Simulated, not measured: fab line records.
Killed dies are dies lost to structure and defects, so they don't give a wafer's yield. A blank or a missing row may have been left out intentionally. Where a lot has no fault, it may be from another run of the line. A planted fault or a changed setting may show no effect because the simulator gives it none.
fab line records | flow n5_finfet
[record] lots = 11 | wafers = 32 | last_day = 17
route steps=1938 shown BEOL_M11@1578 BEOL_M12@1603 PASSIVATION@1936
lots that met no fault: from a run of the same line without faults
start_h: hours from the record's opening day to when the first of the lot's shown wafers began | wait_h: time in hours since the lot's previous step | " repeats the value in the row above | L1.1+2: several wafers, shown together as one row | - no value present, or no start provided | * or withheld: withheld | < > ~ a bound
route shown NAME@n: a module of which the file shows steps, and the number in the route of the first | usual: mean and standard deviation over wafers with no fault | same: alike in all rows | chamber/n: place in a boat | sites: readings site by site | _std_site: the values' standard deviation | _edge_site: outer sites' mean less inner sites' | radius_mm: how far each site lies from the wafer's centre | mask NAME#n: copy n | behind: the last tool/chamber to shape the wafer | hold: what put the lot on hold/how long, in hours/how the hold closed | device: names the non-switching transistor (n, p or np) | end of line: the route-end tests of the same wafers | a step with no rows: only its recipe | killed: dies that structure and defects cost at the first sort, which is not the same as the wafer's yield | map: shows each die of a wafer: x if killed, . if not, _ if none is there
set.NAME: the setting as run; set.NAME@STEP: as run at that earlier step | model.NAME: the simulator's own value behind a step, which no gauge read
route steps across a sampled set of lots; one table per step, one row per wafer
services: from which hour (start_h, from the record's first day; less than 0 if before it) a tool's chamber was out of use, for how many hours, and why
[[steps]]
[step N5_BEOL_M11_TRENCH_ETCH_37]
[recipe] chemistry = C4F6/O2 | target_depth_a = 1488.3 | target = SiCOH_lowk | time_s = 48 | ion_energy_ev = 250 | pressure_mtorr = 30 | source_w = 345 | bias_w = 185 | Ar_flow_sccm = 300 | C4F6_flow_sccm = 10 | O2_flow_sccm = 10
[usual] drypump_motor_current_A = 5.5/0.32 | oes_product_au = 0.81/0.082 | rf_vpp_V = 664/6.2 | showerhead_plenum_p_Torr = 2.87/0.095 | throttle_valve_pct = 20.84/0.24
lot.wafer | tool        | chamber | start_h | wait_h | drypump_motor_current_A | oes_product_au | rf_hours_counter_h | rf_vpp_V | showerhead_plenum_p_Torr | throttle_valve_pct
L952.3    | rie_diel-04 | 3       | -       | -      | 5.2                     | 0.92           | 14                 | 675      | 3.02                     | 20.50
L952.4    | "           | 2       | "       | "      | 5.5                     | 0.75           | 177                | 662      | 2.95                     | 20.91
L952.5    | "           | 0       | "       | "      | 5.0                     | 0.72           | -                  | 668      | 2.92                     | 20.86
L956.1    | rie_diel-01 | 0       | -       | -      | 5.9                     | 0.80           | 92                 | 652      | 2.87                     | 20.56
L956.2    | "           | 1       | "       | "      | 5.8                     | 0.70           | 240                | 661      | 2.82                     | 21.42
L956.5    | "           | 1       | "       | "      | 5.8                     | 0.70           | -                  | 661      | 2.82                     | 21.43
L957.2    | rie_diel-04 | 3       | -       | -      | 5.2                     | 0.89           | 27                 | 673      | 3.02                     | 20.50
L957.4    | "           | 1       | "       | "      | 5.2                     | 0.83           | 85                 | 657      | 2.77                     | 21.10
L957.6    | "           | 0       | "       | "      | 5.0                     | 0.70           | -                  | 667      | 2.92                     | 20.89
L959.1    | rie_diel-04 | 1       | -       | -      | 5.2                     | 0.83           | 90                 | 658      | 2.77                     | 21.10
L959.3    | "           | 0       | "       | "      | 4.9                     | 0.70           | 226                | 667      | 2.91                     | 20.91
L959.6    | "           | 1       | "       | "      | 5.2                     | 0.83           | -                  | 657      | 2.77                     | 21.09
L958.1    | rie_diel-04 | 3       | -       | -      | 5.2                     | 0.88           | 32                 | 674      | 3.02                     | 20.52
L958.2    | "           | 0       | "       | "      | 4.9                     | 0.70           | 227                | 667      | 2.91                     | 20.89
L958.4    | "           | 1       | "       | "      | 5.2                     | 0.83           | 90                 | 657      | 2.76                     | 21.11
L962.1    | rie_diel-01 | 0       | -       | -      | 5.9                     | 0.80           | 99                 | 655      | 2.87                     | 20.57
L962.3    | "           | 3       | "       | "      | 5.3                     | 0.90           | 29                 | 671      | 2.79                     | 20.64
L962.6    | "           | 2       | "       | "      | 5.3                     | 0.84           | -                  | 664      | 2.78                     | 20.60
L960.1    | rie_diel-02 | 2       | -       | -      | 6.0                     | 0.71           | 198                | 662      | 2.72                     | 20.96
L960.3    | "           | 3       | "       | "      | 5.9                     | 0.67           | 249                | 658      | 2.91                     | 21.04
L960.5    | "           | 3       | "       | "      | 5.9                     | 0.68           | -                  | 660      | 2.91                     | 21.02
L968.1    | rie_diel-02 | 2       | -       | -      | 6.0                     | 0.70           | 216                | 662      | 2.71                     | 20.99
L968.2    | "           | 1       | "       | "      | 5.7                     | 0.86           | 67                 | 668      | 3.01                     | 20.82
L968.5    | "           | 1       | "       | "      | 5.7                     | 0.87           | -                  | 668      | 3.01                     | 20.83
L969.2    | rie_diel-02 | 0       | -       | -      | 5.8                     | 0.94           | 12                 | 662      | 2.92                     | 20.77
L969.3    | "           | 1       | "       | "      | 5.7                     | 0.87           | 68                 | 669      | 3.01                     | 20.84
L969.6    | "           | 2       | "       | "      | 6.0                     | 0.70           | -                  | 662      | 2.71                     | 20.97
L971.3    | rie_diel-04 | 1       | -       | -      | 5.2                     | 0.80           | 114                | 656      | 2.75                     | 21.14
L971.5    | "           | 3       | "       | "      | 5.2                     | 0.85           | -                  | 674      | 3.00                     | 20.55
L971.6    | "           | 2       | "       | "      | 5.5                     | 0.72           | -                  | 662      | 2.93                     | 20.95
L973.2    | rie_diel-04 | 2       | -       | -      | 5.5                     | 0.72           | 222                | 660      | 2.93                     | 20.96
L973.5    | "           | 3       | "       | "      | 5.2                     | 0.84           | -                  | 673      | 3.00                     | 20.56
[step N5_BEOL_M11_ECD_50]
[recipe] material = Cu | target_thk_a = 3180
lot.wafer  | tool      | chamber | start_h | wait_h
L952.3+4+5 | ecd_cu-01 | 1,0,1   | 230.90  | 0.1
L956.1+2+5 | ecd_cu-02 | 1,0,0   | 272.23  | 0.1
L957.2+4+6 | ecd_cu-01 | 1,1,0   | 276.07  | 0.1
L959.1+3+6 | ecd_cu-01 | 1       | 292.07  | 0.1
L958.1+2+4 | ecd_cu-02 | 0,1,0   | 292.45  | 0.1
L962.1+3+6 | ecd_cu-01 | 1,1,0   | 297.03  | 0.1
L960.1+3+5 | ecd_cu-01 | 0       | 302.13  | 0.1
L968.1+2+5 | ecd_cu-02 | 0,1,1   | 348.11  | 0.1
L969.2+3+6 | ecd_cu-02 | 0       | 349.33  | 0.1
L971.3+5+6 | ecd_cu-02 | 0,0,1   | 374.21  | 0.1
L973.2+5   | ecd_cu-02 | 1       | 378.44  | 0.1
[step N5_BEOL_M11_CMP_52]
[recipe] stop_on = SiCOH_lowk | t_overpolish_s = 7 | down_force_psi = 1 | platen_rpm = 50 | clearing_platen_down_force_psi = 1.5 | clearing_platen_rpm = 50 | post_cmp_clean = cu_alkaline | target_thk_nm = 140 | clearing_platen_pad_velocity_m_s = 0.99484 | pad_velocity_m_s = 0.99484
[usual] motor_current_A = 6.2/0.49 | pad_life_wafers = 1134/520 | platen_rpm = 50.00/0.035 | time_to_endpoint_s = 66/3.3
lot.wafer | tool   | chamber | start_h | wait_h | motor_current_A | pad_life_wafers | platen_rpm | time_to_endpoint_s
L952.4    | cmp-03 | 1       | 231.59  | 0.2    | 6.7             | 1789            | 50.00      | 74
L952.3    | "      | 2       | "       | "      | 5.6             | 1790            | 49.98      | 71
L952.5    | "      | 0       | "       | "      | 5.9             | -               | 50.01      | 70
L956.1    | cmp-01 | 1       | 272.78  | 0.3    | 6.0             | 1140            | 49.99      | 63
L956.2    | "      | 0       | "       | "      | 6.1             | 1143            | 49.93      | 65
L956.5    | "      | 1       | "       | "      | 6.0             | -               | 49.95      | 64
L957.4    | cmp-01 | 2       | 276.60  | 0.2    | 6.5             | 1172            | 49.98      | 66
L957.2    | "      | 3       | "       | "      | 6.7             | 1173            | 49.99      | 66
L957.6    | "      | 1       | "       | "      | 5.9             | -               | 50.04      | 67
L959.1    | cmp-01 | 1       | 292.47  | 0.3    | 5.9             | 1284            | 50.03      | 65
L959.3    | "      | 2       | "       | "      | 6.7             | 1285            | 49.96      | 61
L959.6    | "      | 1       | "       | "      | 6.0             | -               | 50.04      | 67
L958.4    | cmp-02 | 3       | 293.37  | 0.1    | 5.6             | 894             | 50.00      | 63
L958.2    | "      | 0       | "       | "      | 6.4             | 895             | 50.05      | 63
L958.1    | "      | 2       | "       | "      | 5.9             | 897             | 49.95      | 60
L962.3    | cmp-03 | 1       | 297.44  | 0.2    | 6.9             | 222             | 49.97      | 70
L962.1    | "      | 2       | "       | "      | 5.4             | 223             | 49.97      | 67
L962.6    | "      | 1       | "       | "      | 7.0             | -               | 49.95      | 68
L960.1    | cmp-02 | 3       | 302.62  | 0.3    | 5.5             | 985             | 50.07      | 64
L960.3    | "      | 1       | "       | "      | 5.8             | 987             | 49.96      | 62
L960.5    | "      | 2       | "       | "      | 5.9             | -               | 50.01      | 62
L968.1    | cmp-01 | 1       | 348.53  | 0.3    | 5.7             | 1728            | 50.02      | 66
L968.2    | "      | 2       | "       | "      | 6.3             | 1729            | 49.98      | 67
L968.5    | "      | 1       | "       | "      | 6.0             | -               | 50.01      | 65
L969.3    | cmp-01 | 2       | 350.47  | 0.2    | 6.5             | 1747            | 49.98      | 62
L969.2    | "      | 3       | "       | "      | 7.0             | 1748            | 49.96      | 123
L969.6    | "      | 1       | "       | "      | 6.3             | -               | 50.06      | 64
L971.3    | cmp-03 | 3       | 374.98  | 0.2    | 6.4             | 852             | 49.95      | 65
L971.6    | "      | 3       | "       | "      | 6.2             | -               | 50.00      | 66
L971.5    | "      | 0       | "       | "      | 6.0             | -               | 50.03      | 127
L973.2    | cmp-01 | 1       | 379.34  | 0.2    | 6.1             | 1993            | 50.01      | 128
L973.5    | "      | 1       | "       | "      | 6.0             | -               | 49.97      | 131
[step N5_BEOL_M11_RS_MEAS_57]
[recipe] thk_meas_gauge = four-point-probe | reads = Cu_of_BEOL_M11_ECD_50+Co_of_BEOL_M11_CVD_75+TaN_of_BEOL_M11_ALD_74
[usual] M11_RS = 0.151/0.0035
lot.wafer | tool          | chamber | start_h | wait_h | M11_RS[ohm/sq]
L952.3    | film_metro-02 | -       | 231.97  | 0.0    | 0.146
L952.4    | "             | -       | "       | "      | 0.151
L952.5    | "             | -       | "       | "      | 0.154
L956.1    | film_metro-02 | -       | 273.20  | 0.0    | 0.151
L956.2    | "             | -       | "       | "      | 0.153
L956.5    | "             | -       | "       | "      | 0.154
L957.2    | film_metro-02 | -       | 276.94  | 0.0    | 0.155
L957.4    | "             | -       | "       | "      | 0.153
L957.6    | "             | -       | "       | "      | 0.162
L959.1    | film_metro-02 | -       | 292.89  | 0.0    | 0.148
L959.3    | "             | -       | "       | "      | 0.157
L959.6    | "             | -       | "       | "      | 0.149
L958.1    | film_metro-01 | -       | 293.79  | 0.0    | 0.148
L958.2    | "             | -       | "       | "      | 0.158
L958.4    | "             | -       | "       | "      | 0.148
L962.1    | film_metro-01 | -       | 297.85  | 0.0    | 0.149
L962.3    | "             | -       | "       | "      | 0.145
L962.6    | "             | -       | "       | "      | 0.144
L960.1    | film_metro-02 | -       | 303.00  | 0.0    | 0.153
L960.3    | "             | -       | "       | "      | 0.159
L960.5    | "             | -       | "       | "      | 0.158
L968.1    | film_metro-02 | -       | 348.95  | 0.0    | 0.152
L968.2    | "             | -       | "       | "      | 0.151
L968.5    | "             | -       | "       | "      | 0.150
L969.2    | film_metro-02 | -       | 350.85  | 0.0    | 0.147
L969.3    | "             | -       | "       | "      | 0.149
L969.6    | "             | -       | "       | "      | 0.153
L971.3    | film_metro-01 | -       | 375.40  | 0.0    | 0.147
L971.5    | "             | -       | "       | "      | 0.148
L971.6    | "             | -       | "       | "      | 0.154
L973.2    | film_metro-02 | -       | 379.72  | 0.0    | 0.153
L973.5    | "             | -       | "       | "      | 0.149
[step N5_BEOL_M12_THK_MEAS_01]
[recipe] reads = SiOC_of_BEOL_M12_ILD_DEP_00
[usual] M12_ILD_THK = 660/7.8
lot.wafer | tool          | chamber | start_h | wait_h | M12_ILD_THK[nm]
L952.3    | film_metro-02 | -       | 232.17  | 0.1    | 656
L952.4    | "             | -       | "       | "      | 664
L952.5    | "             | -       | "       | "      | 652
L956.1    | film_metro-01 | -       | 273.40  | 0.1    | 654
L956.2    | "             | -       | "       | "      | 660
L956.5    | "             | -       | "       | "      | 668
L957.2    | film_metro-02 | -       | 277.14  | 0.1    | 656
L957.4    | "             | -       | "       | "      | 673
L957.6    | "             | -       | "       | "      | 664
L959.1    | film_metro-02 | -       | 293.09  | 0.1    | 660
L959.3    | "             | -       | "       | "      | 656
L959.6    | "             | -       | "       | "      | 677
L958.1    | film_metro-01 | -       | 293.99  | 0.1    | 661
L958.2    | "             | -       | "       | "      | 656
L958.4    | "             | -       | "       | "      | 660
L962.1    | film_metro-02 | -       | 298.05  | 0.1    | 655
L962.3    | "             | -       | "       | "      | 650
L962.6    | "             | -       | "       | "      | 663
L960.1    | film_metro-01 | -       | 303.20  | 0.1    | 654
L960.3    | "             | -       | "       | "      | 655
L960.5    | "             | -       | "       | "      | 665
L968.1    | film_metro-01 | -       | 349.15  | 0.1    | 658
L968.2    | "             | -       | "       | "      | 657
L968.5    | "             | -       | "       | "      | 667
L969.2    | film_metro-01 | -       | 351.04  | 0.1    | 656
L969.3    | "             | -       | "       | "      | 653
L969.6    | "             | -       | "       | "      | 662
L971.3    | film_metro-01 | -       | 375.59  | 0.1    | 649
L971.5    | "             | -       | "       | "      | 661
L971.6    | "             | -       | "       | "      | 656
L973.2    | film_metro-01 | -       | 379.92  | 0.1    | 661
L973.5    | "             | -       | "       | "      | 671
[step N5_PASSIVATION_PROBE_49]
[usual] defect_limited_yield = 91.1/1.5 | killed_at_M0_to_M3 = 35/9.5 | killed_at_M4_up = 13/5.2 | killed_at_contacts = 12/6.1 | killed_at_front_end = 41/14 | killed_at_other = 3.8/2.9 | killed_dies = 105/17 | killed_open = 70/13 | killed_short = 33/8.4 | sort_bin_5_function = 5.1/0.97 | sort_bin_6_memory = 3.4/0.69 | sort_n_pass = 1075/17 | sort_yield_pct = 91.1/1.5
[same] gross_dies = 1180 | killed_at_back_side = 0 | sort_bin_4_leakage[%] = 0 | sort_bin_8_speed[%] = 0
lot.wafer | tool      | chamber | start_h | wait_h | defect_limited_yield[%] | killed_at_M0_to_M3 | killed_at_M4_up | killed_at_contacts | killed_at_front_end | killed_at_other | killed_dies | killed_open | killed_short | sort_bin_5_function[%] | sort_bin_6_memory[%] | sort_n_pass | sort_yield_pct[%]
L957.2    | prober-01 | -       | 318.47  | 0.1    | 89.8                    | 37                 | 15              | 11                 | 55                  | 2               | 120         | 68          | 51           | 5.8                    | 3.8                  | 1060        | 89.8
L957.4    | prober-01 | -       | 318.57  | 0.2    | 91.4                    | 25                 | 13              | 5                  | 55                  | 3               | 101         | 56          | 45           | 5.3                    | 3.1                  | 1079        | 91.4
L957.6    | prober-01 | -       | 318.67  | 0.3    | 90.3                    | 29                 | 9               | 7                  | 63                  | 7               | 115         | 70          | 43           | 5.8                    | 3.1                  | 1065        | 90.3
L959.1    | prober-01 | -       | 332.17  | 0.0    | 91.5                    | 42                 | 10              | 10                 | 30                  | 8               | 100         | 67          | 31           | 4.4                    | 3.6                  | 1080        | 91.5
L959.3    | prober-01 | -       | 332.27  | 0.1    | 93.6                    | 29                 | 15              | 9                  | 19                  | 3               | 75          | 58          | 17           | 3.3                    | 3.1                  | 1105        | 93.6
L959.6    | prober-01 | -       | 332.42  | 0.3    | 92.9                    | 47                 | 11              | 4                  | 15                  | 7               | 84          | 51          | 31           | 4.6                    | 2.1                  | 1096        | 92.9
L962.1    | prober-02 | -       | 337.64  | 0.0    | 91.7                    | 31                 | 7               | 10                 | 46                  | 4               | 98          | 64          | 34           | 4.8                    | 3.1                  | 1082        | 91.7
L962.3    | prober-02 | -       | 337.74  | 0.1    | 91.4                    | 56                 | 7               | 7                  | 31                  | 1               | 102         | 69          | 33           | 4.3                    | 3.6                  | 1078        | 91.4
L962.6    | prober-02 | -       | 337.89  | 0.3    | 93.2                    | 35                 | 10              | 7                  | 27                  | 1               | 80          | 58          | 21           | 4.2                    | 2.2                  | 1100        | 93.2
L969.3    | prober-02 | -       | 385.31  | 0.1    | 89.7                    | 57                 | 8               | 14                 | 40                  | 2               | 121         | 71          | 47           | 6.0                    | 3.7                  | 1059        | 89.7
// killed by level:class
L957.2 FIN_SAQP:geometric_particle:short=10 FIN_SAQP:geometric_particle:open=10 BEOL_M3:geometric_particle:open=9 MOL_CONTACT_COAG:geometric_particle:open=9 BEOL_M0_SAQP:geometric_particle:short=9 STI_FIN_REVEAL:geometric_particle:open=7 BEOL_M4:geometric_particle:open=7 GATE_CUT:geometric_particle:short=5
L957.4 FIN_SAQP:geometric_particle:short=11 FIN_SAQP:geometric_particle:open=8 STI_FIN_REVEAL:geometric_particle:open=7 GATE_CUT:geometric_particle:short=7 BEOL_M0_SAQP:geometric_particle:short=6 BEOL_M0_SAQP:geometric_particle:open=6 BEOL_M3:geometric_particle:short=6 DUMMY_GATE:geometric_particle:open=4
L957.6 DUMMY_GATE:geometric_particle:open=11 GATE_CUT:geometric_particle:short=10 STI_FIN_REVEAL:geometric_particle:open=8 FIN_SAQP:geometric_particle:open=7 FIN_SAQP:geometric_particle:short=7 BEOL_M0_SAQP:geometric_particle:open=7 BEOL_M3:geometric_particle:open=7 GATE_CUT:geometric_particle:open=6
L959.1 BEOL_M0_SAQP:geometric_particle:short=14 BEOL_M0_SAQP:geometric_particle:open=11 MOL_CONTACT_COAG:geometric_particle:open=10 BEOL_M1:geometric_particle:open=8 STI_FIN_REVEAL:geometric_particle:open=7 DUMMY_GATE:geometric_particle:open=6 GATE_CUT:geometric_particle:short=5 BEOL_M5:geometric_particle:open=5
L959.3 BEOL_M0_SAQP:geometric_particle:open=11 MOL_CONTACT_COAG:geometric_particle:open=9 BEOL_M0_SAQP:geometric_particle:short=7 BEOL_M2:geometric_particle:open=7 FIN_SAQP:geometric_particle:open=5 BEOL_M4:geometric_particle:open=5 BEOL_M3:geometric_particle:open=4 BEOL_M6:geometric_particle:open=4
L959.6 BEOL_M0_SAQP:geometric_particle:open=17 BEOL_M0_SAQP:geometric_particle:short=14 STI_FIN_REVEAL:geometric_particle:open=5 BEOL_M2:geometric_particle:open=5 BEOL_M5:geometric_particle:open=5 MOL_CONTACT_COAG:geometric_particle:open=3 BEOL_M3:geometric_particle:short=3 FIN_SAQP:geometric_particle:open=2
L962.1 FIN_SAQP:geometric_particle:short=12 FIN_SAQP:geometric_particle:open=10 BEOL_M3:geometric_particle:open=9 STI_FIN_REVEAL:geometric_particle:open=6 BEOL_M1:geometric_particle:open=6 MOL_CONTACT_COAG:geometric_particle:open=5 MOL_CONTACT_COAG:geometric_particle:short=5 BEOL_M2:geometric_particle:open=5
L962.3 BEOL_M0_SAQP:geometric_particle:open=13 BEOL_M2:geometric_particle:open=13 BEOL_M0_SAQP:geometric_particle:short=10 STI_FIN_REVEAL:geometric_particle:open=8 MOL_CONTACT_COAG:geometric_particle:open=7 FIN_SAQP:geometric_particle:short=5 STI_FIN_REVEAL:geometric_particle:short=5 BEOL_M0:geometric_particle:open=5
L962.6 BEOL_M2:geometric_particle:open=14 STI_FIN_REVEAL:geometric_particle:open=9 BEOL_M0_SAQP:geometric_particle:open=7 MOL_CONTACT_COAG:geometric_particle:open=7 FIN_SAQP:geometric_particle:short=4 BEOL_M0:geometric_particle:short=4 FIN_SAQP:geometric_particle:open=3 DUMMY_GATE:geometric_particle:open=3
L969.3 BEOL_M0_SAQP:geometric_particle:open=15 BEOL_M0_SAQP:geometric_particle:short=10 BEOL_M1:geometric_particle:open=10 FIN_SAQP:geometric_particle:short=9 MOL_CONTACT_COAG:geometric_particle:open=8 GATE_CUT:geometric_particle:short=7 BEOL_M2:geometric_particle:open=7 FIN_SAQP:geometric_particle:open=6
[[services]]
tool        | chamber | start_h | hours | kind
cmp-03      | -       | 253.01  | 1.0   | repair
rie_diel-01 | 2       | 258.46  | 12.2  | repair
cmp-03      | -       | 263.58  | 4.0   | pm
ecd_cu-02   | -       | 264.73  | 2.3   | repair
cmp-03      | -       | 267.58  | -     | consumable_replace:conditioner
cmp-03      | -       | 267.58  | -     | consumable_replace:pad
rie_diel-02 | 0       | 296.99  | -     | clean
rie_diel-02 | 0       | 296.99  | -     | consumable_replace:focus_ring
rie_diel-02 | 0       | 296.99  | 19.5  | scheduled_down
rie_diel-02 | 0       | 296.99  | 19.5  | vent_cycle
cmp-01      | -       | 301.95  | 1.2   | repair
rie_diel-02 | 3       | 316.53  | -     | clean
rie_diel-02 | 3       | 316.53  | -     | consumable_replace:focus_ring
rie_diel-02 | 3       | 316.53  | 36.0  | scheduled_down
rie_diel-02 | 3       | 316.53  | 36.0  | vent_cycle
cmp-01      | -       | 320.30  | 0.4   | repair
rie_diel-01 | 1       | 323.28  | 2.4   | repair
rie_diel-01 | 1       | 325.83  | -     | clean
cmp-02      | -       | 327.31  | 5.2   | repair
ecd_cu-02   | -       | 348.42  | 0.5   | repair
cmp-01      | -       | 355.85  | 0.4   | repair
cmp-01      | -       | 364.99  | 0.2   | repair
rie_diel-04 | 0       | 369.95  | -     | clean
rie_diel-04 | 0       | 369.95  | -     | consumable_replace:focus_ring
[[key]]
[first_sign] step = N5_BEOL_M11_CMP_52 | reading = time_to_endpoint_s | direction = up | sigmas = 18 | usual = * | struck = *
effect none on later readings
met_at N5_BEOL_M11_ECD_50
struck_lots L969,L971,L973
struck_wafers L969.2,L971.5,L973.2,L973.5
not_acting_at N5_BEOL_M11_TRENCH_ETCH_37,N5_BEOL_M11_RS_MEAS_57,N5_BEOL_M12_THK_MEAS_01
onset_between 348.11 349.33
[fault] kind = process_parameter_drift | tool = ecd_cu-02 | chamber = - | onset_h = 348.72 | steps = N5_BEOL_M11_ECD_50 | channel = target_thk_a | offset = * | shape = step | end_h = 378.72 | scope = struck_wafers_only | acts_in = * | stated = *
